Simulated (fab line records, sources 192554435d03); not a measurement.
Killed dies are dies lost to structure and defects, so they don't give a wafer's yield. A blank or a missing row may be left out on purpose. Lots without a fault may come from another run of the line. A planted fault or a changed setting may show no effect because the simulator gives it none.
Chamber matching | flow n5_finfet | N5_BEOL_M6_ETCH_62 on rie_diel-05: 4 sister chambers
The step etches SOC in N2/H2, target depth 110 nm, overetch 22 nm, time 165 s. 20 wafers are shown with their chamber, then 10 later ones without.

WAFERS WITH THEIR CHAMBER
wafer  | chamber | showerhead_plenum_p_Torr (Torr) | drypump_motor_current_A (A) | throttle_valve_pct (%)
L077.2 | 3       | 2.51                            | 5.9                         | 18.00
L077.3 | 1       | 2.66                            | 5.6                         | 17.62
L077.4 | 0       | 2.71                            | 5.1                         | 17.84
L078.1 | 2       | 2.60                            | 5.8                         | 17.17
L078.4 | 0       | 2.71                            | 5.1                         | 17.83
L078.5 | 1       | 2.66                            | 5.7                         | 17.60
L081.3 | 1       | 2.65                            | 5.6                         | 17.61
L081.5 | 1       | 2.65                            | 5.7                         | 17.63
L081.6 | 0       | 2.71                            | 5.1                         | 17.86
L082.1 | 0       | 2.71                            | 5.1                         | 17.88
L082.4 | 1       | 2.65                            | 5.6                         | 17.64
L082.6 | 0       | 2.71                            | 5.1                         | 17.86
L083.1 | 1       | 2.65                            | 5.7                         | 17.64
L083.4 | 2       | 2.59                            | 5.8                         | 17.22
L083.5 | 0       | 2.71                            | 5.1                         | 17.88
L085.3 | 2       | 2.59                            | 5.8                         | 17.21
L085.5 | 2       | 2.59                            | 5.8                         | 17.20
L085.6 | 1       | 2.65                            | 5.6                         | 17.63
L084.1 | 1       | 2.64                            | 5.6                         | 17.65
L084.2 | 2       | 2.59                            | 5.8                         | 17.22

SIGNATURES (means of the wafers above)
reading                  | chamber 0 | chamber 1 | chamber 2 | chamber 3 | scatter within a chamber
showerhead_plenum_p_Torr | 2.7100    | 2.6513    | 2.5920    | 2.5100    | 0.00479
drypump_motor_current_A  | 5.100     | 5.638     | 5.800     | 5.900     | 0.0342
throttle_valve_pct       | 17.8583   | 17.6275   | 17.2040   | 18.0000   | 0.019
Rule: a wafer's distance from a chamber is the root of the sum, over the readings, of the square of ((its reading less the chamber's mean) divided by the reading's scatter). The wafer belongs to the nearest chamber; if the next one is less than 2 further off, it can't be placed. The scatter: the root of (the sum of the squares of (reading less its chamber's mean) over the shown wafers, divided by (wafers less chambers)).

WAFERS WITHOUT THEIR CHAMBER
wafer  | showerhead_plenum_p_Torr (Torr) | drypump_motor_current_A (A) | throttle_valve_pct (%)
L084.6 | 2.58                            | 5.8                         | 17.22
L087.1 | 2.64                            | 5.7                         | 17.66
L087.2 | 2.70                            | 5.1                         | 17.91
L087.3 | 2.50                            | 5.9                         | 17.58
L094.1 | 2.64                            | 5.7                         | 17.67
L094.3 | 2.69                            | 5.1                         | 17.92
L094.4 | 2.58                            | 5.8                         | 17.26
L095.2 | 2.57                            | 5.8                         | 17.25
L095.4 | 2.49                            | 5.9                         | 17.61
L095.5 | 2.69                            | 5.0                         | 17.93

WHICH CHAMBER EACH WENT THROUGH
wafer  | from the rows above | in truth
L084.6 | 2                   | 2
L087.1 | 1                   | 1
L087.2 | 0                   | 0
L087.3 | 3                   | 3
L094.1 | 1                   | 1
L094.3 | 0                   | 0
L094.4 | 2                   | 2
L095.2 | 2                   | 2
L095.4 | 3                   | 3
L095.5 | 0                   | 0
Placed correctly: 10 of 10. Can't be placed from these rows: 0. Placed wrongly: 0.
